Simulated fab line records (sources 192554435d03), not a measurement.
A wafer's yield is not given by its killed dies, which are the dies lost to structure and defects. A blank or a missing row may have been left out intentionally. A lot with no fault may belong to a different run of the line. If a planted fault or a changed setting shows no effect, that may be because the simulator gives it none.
Check for tools in common	flow n5Finfet	9 lots, 27 wafers sampled

REASON IT WAS OPENED
Flagged at N5_BEOL_M1_CD_MEAS_28: reading cdNm, on 3 of 9 lots. No-fault wafers: 23.98 nm, standard deviation 0.22.
Rule: flag the lot when none of its wafers has a number, or when each of its wafers that has one lies beyond 4 standard deviations from that mean. All remaining lots are regarded as sound.

lot	measured	on	cdNm (nm), wafer by wafer	flag
L892	day 7 00:25	cdSem-03	23.73 24.20 23.75	
L894	day 7 16:10	cdSem-01	23.68 23.89 24.19	
L895	day 7 19:01	cdSem-02	23.81 23.70 23.93	
L898	day 8 17:16	cdSem-01	22.23 22.61 22.48	FLAGGED
L899	day 8 20:49	cdSem-02	22.57 22.62 22.25	FLAGGED
L900	day 9 05:46	cdSem-01	24.10 24.01 24.08	
L901	day 9 12:34	cdSem-03	22.32 22.34 22.11	FLAGGED
L906	day 10 13:21	cdSem-03	24.41 23.78 24.34	
L910	day 11 17:20	cdSem-03	24.25 24.25 24.08	
Average over the flagged lots: 22.39 nm; offset from the usual -1.59 nm, equal to -7 standard deviations.

WHICH TOOL EACH LOT WENT THROUGH
3 process steps preceding the reading are held in the record, out of 1938 steps in the route. Every cell lists first the tool, next ch and the chambers used by the sampled wafers, and last the start.
lot	flag	N5_BEOL_M1_ILD_DEP_00	N5_BEOL_M1_ETCH_63	N5_BEOL_M1_EXPOSE_25
L892		pecvd-03 ch 0,1,2, day 6 22:15	rieDiel-01 ch 2,3, day 6 23:25	euvScanner-02 ch 0, day 7 00:18
L894		pecvd-01 ch 0,1,2, day 7 12:40	rieDiel-01 ch 0,1, day 7 15:23	euvScanner-02 ch 0, day 7 16:02
L895		pecvd-03 ch 0,1, day 7 17:08	rieDiel-03 ch 1,2,3, day 7 18:19	euvScanner-02 ch 0, day 7 18:52
L898	FLAGGED	pecvd-03 ch 0,1,2, day 8 13:35	rieDiel-06 ch 0,1, day 8 16:26	euvScanner-02 ch 0, day 8 17:08
L899	FLAGGED	pecvd-01 ch 0,1, day 8 18:50	rieDiel-03 ch 1,2, day 8 20:05	euvScanner-02 ch 0, day 8 20:40
L900		pecvd-01 ch 0,1,2, day 9 03:04	rieDiel-06 ch 1,2,3, day 9 04:52	euvScanner-01 ch 0, day 9 05:38
L901	FLAGGED	pecvd-03 ch 0,1,2, day 9 08:59	rieDiel-03 ch 0,2,3, day 9 11:44	euvScanner-02 ch 0, day 9 12:26
L906		pecvd-03 ch 0,1, day 10 11:11	rieDiel-06 ch 0,1,2, day 10 12:33	euvScanner-01 ch 0, day 10 13:13
L910		pecvd-02 ch 0,1,2, day 11 14:32	rieDiel-03 ch 1,2, day 11 16:25	euvScanner-01 ch 0, day 11 17:13
What the steps here do:
- N5_BEOL_M1_ILD_DEP_00: deposits SiOC from DEMS/O2, target thk 79 nm, time 15.3 s.
- N5_BEOL_M1_ETCH_63: etches SiARC in CF4, target depth 15.6 nm, time 26 s.
- N5_BEOL_M1_EXPOSE_25: exposes mask V0, defocus 5 nm, target cd 24 nm.
- N5_BEOL_M1_CD_MEAS_28: target cd y 23.3 nm.

FLAGGED AGAINST TOTAL, ONE TOOL AT A TIME (gauges that did the reading follow at the end)
step	tool	lots run	flagged	share of the flagged lots	sound lots run after its first flagged lot
N5_BEOL_M1_ILD_DEP_00	pecvd-01	3	1	some	1 (L900)
N5_BEOL_M1_ILD_DEP_00	pecvd-02	1	0	none	-
N5_BEOL_M1_ILD_DEP_00	pecvd-03	5	2	some	1 (L906)
N5_BEOL_M1_ETCH_63	rieDiel-01	2	0	none	-
N5_BEOL_M1_ETCH_63	rieDiel-03	4	2	some	1 (L910)
N5_BEOL_M1_ETCH_63	rieDiel-06	3	1	some	2 (L900,L906)
N5_BEOL_M1_EXPOSE_25	euvScanner-01	3	0	none	-
N5_BEOL_M1_EXPOSE_25	euvScanner-02	6	3	all	0
N5_BEOL_M1_CD_MEAS_28	cdSem-01	3	1	some	1 (L900)
N5_BEOL_M1_CD_MEAS_28	cdSem-02	2	1	some	0
N5_BEOL_M1_CD_MEAS_28	cdSem-03	4	1	some	2 (L906,L910)

WHAT THE TABLE ALLOWS
1 row of the table ran every flagged lot: euvScanner-02 at N5_BEOL_M1_EXPOSE_25.
- euvScanner-02 at N5_BEOL_M1_EXPOSE_25 ran 6 lots, 3 of them flagged. Its last sound lot is L895 (day 7 18:52), its first flagged lot L898 (day 8 17:08): a fault that began between those two fits. Its own readings lie more than 4 standard deviations out on every wafer of the flagged lots: exposureDoseMJCm2.
euvScanner-02 at N5_BEOL_M1_EXPOSE_25 is the single tool remaining.

WHAT THE SIMULATOR HAD PUT IN
Process parameter drift: euvScanner-02, from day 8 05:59 on, at N5_BEOL_M1_EXPOSE_25. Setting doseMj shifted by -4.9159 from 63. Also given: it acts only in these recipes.
Shown lots that were struck: L898, L899, L901. The same result came from the rule above.
